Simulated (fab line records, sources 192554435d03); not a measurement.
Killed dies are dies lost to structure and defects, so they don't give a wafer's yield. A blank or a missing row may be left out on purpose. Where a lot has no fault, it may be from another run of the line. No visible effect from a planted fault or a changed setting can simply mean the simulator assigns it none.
8D (eight disciplines) problem report, filled in by code -- flow n5Finfet -- the parts of the form that need people (team, actions taken, sign-off) are left out

== 1. THE PROBLEM ==
N5_BEOL_M11_ILD_DEP_00, susceptorTempC: mean 297.05 C over 1 wafer from 1 lot; wafers with no fault: 300.00 C, standard deviation 0.18. Measured from the usual mean, that is -16 standard deviations.
The step: deposits SiCOH lowk from DEMS/porogen, target thk 308.51 nm, time 58 s.
Earliest sighting: wafer L799.1 on pecvd-04 at day 12 05:47. Wafers with a number at this step in the record: 14, from 5 lots. The rule behind "out" and "out of limits": a value lying over 4 standard deviations away from the usual mean. The other wafers with a number count as sound.

== 2. WHAT IT IS AND WHAT IT IS NOT ==
question,is,is not
which readings at this step,susceptorTempC,"heaterPowerW, showerheadPlenumPTorr, showerheadVppV, throttleValvePct"
which lots,L799,"L792, L805, L808, L812"
which wafers of those lots,L799.1,"L799.5, L799.6"
read on which tools,pecvd-04,pecvd-03
when,from day 12 05:47,"up to then (5 sound wafers); but 8 sound wafers of L805, L808, L812 came after"

== 3. WHAT RULES OUT EACH SUSPECT ==
Counting: any tool at a process step up to the reading remains a suspect provided it ran every lot that is out. Sound lots after the first of them don't rule it out here, since some wafers of a struck lot are sound.
- aldMetal-01 at N5_BEOL_M10_ALD_74 (deposits TaN, target thk 2 nm, pulse time 2 s, purge time 3 s): kept. It ran the lot that is out, L799 (day 12 04:08); its last sound lot up to then is L792 (day 9 23:29).
- pvdSputter-03 at N5_BEOL_M10_SURFACE_TREAT_76: kept. It ran the lot that is out, L799 (day 12 04:29); its last sound lot up to then is L792 (day 9 23:58).
- pvdSputter-02 at N5_BEOL_M10_SPUTTER_48 (material Cu, target thk 12 nm, time 2 s): kept. It ran the lot that is out, L799 (day 12 04:45).
- cmp-02 at N5_BEOL_M10_CMP_52 (polishes, stops on SiCOH lowk, t overpolish 7 s, target thk 140 nm): kept. It ran the lot that is out, L799 (day 12 05:25); its last sound lot up to then is L792 (day 10 00:48).
- pecvd-04 at N5_BEOL_M11_ILD_DEP_00 (deposits SiCOH lowk from DEMS/porogen, target thk 308.51 nm, time 58 s): kept. It ran the lot that is out, L799 (day 12 05:47); its last sound lot up to then is L792 (day 10 01:22). Its own readings are out on those wafers: susceptorTempC.
- At N5_BEOL_M10_ALD_74, inside aldMetal-01: chamber 3 took the wafers that are out, while their sound lot-mates went through chambers 0, 1.
- At N5_BEOL_M10_CMP_52, inside cmp-02: chamber 1 took the wafers that are out, while their sound lot-mates went through chambers 2, 3.
- At N5_BEOL_M11_ILD_DEP_00, inside pecvd-04: chamber 2 took the wafers that are out, while their sound lot-mates went through chambers 0, 1.
Left after counting: aldMetal-01 at N5_BEOL_M10_ALD_74, pvdSputter-03 at N5_BEOL_M10_SURFACE_TREAT_76, pvdSputter-02 at N5_BEOL_M10_SPUTTER_48, cmp-02 at N5_BEOL_M10_CMP_52, pecvd-04 at N5_BEOL_M11_ILD_DEP_00.

== 4. THE CAUSE (what the simulator had put in) ==
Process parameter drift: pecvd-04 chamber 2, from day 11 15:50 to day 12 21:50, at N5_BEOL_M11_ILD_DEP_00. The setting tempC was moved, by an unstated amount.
This tool is one of the 5 suspects left after counting.

== 5. SEQUENCE OF EFFECTS, ordered by route ==
Rows list readings where the struck wafers' mean (over those with a number) sits beyond 3 standard deviations from the usual. Scope: only readings with a usual standard deviation given in the record; hours: median across lots of the time from each lot's start at the first step in this table that gives one to its start at this step; sigmas: change in usual standard deviations.
hours,step,reading,usual,on struck wafers,change,sigmas
0,N5_BEOL_M11_ILD_DEP_00,susceptorTempC,300.00 C,297.05,-2.95,-16
46,N5_PASSIVATION_PROBE_49,killedAtContacts,14,38,+24,+3.7
Here are the process steps it includes:
- N5_BEOL_M11_ILD_DEP_00: deposits SiCOH lowk from DEMS/porogen, target thk 308.51 nm, time 58 s.
- N5_PASSIVATION_PROBE_49

== 6. WHAT WOULD HAVE CAUGHT IT SOONER ==
14 hours passed between the start of the fault at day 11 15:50 and the first reading out of limits in this record, taken at day 12 05:47.
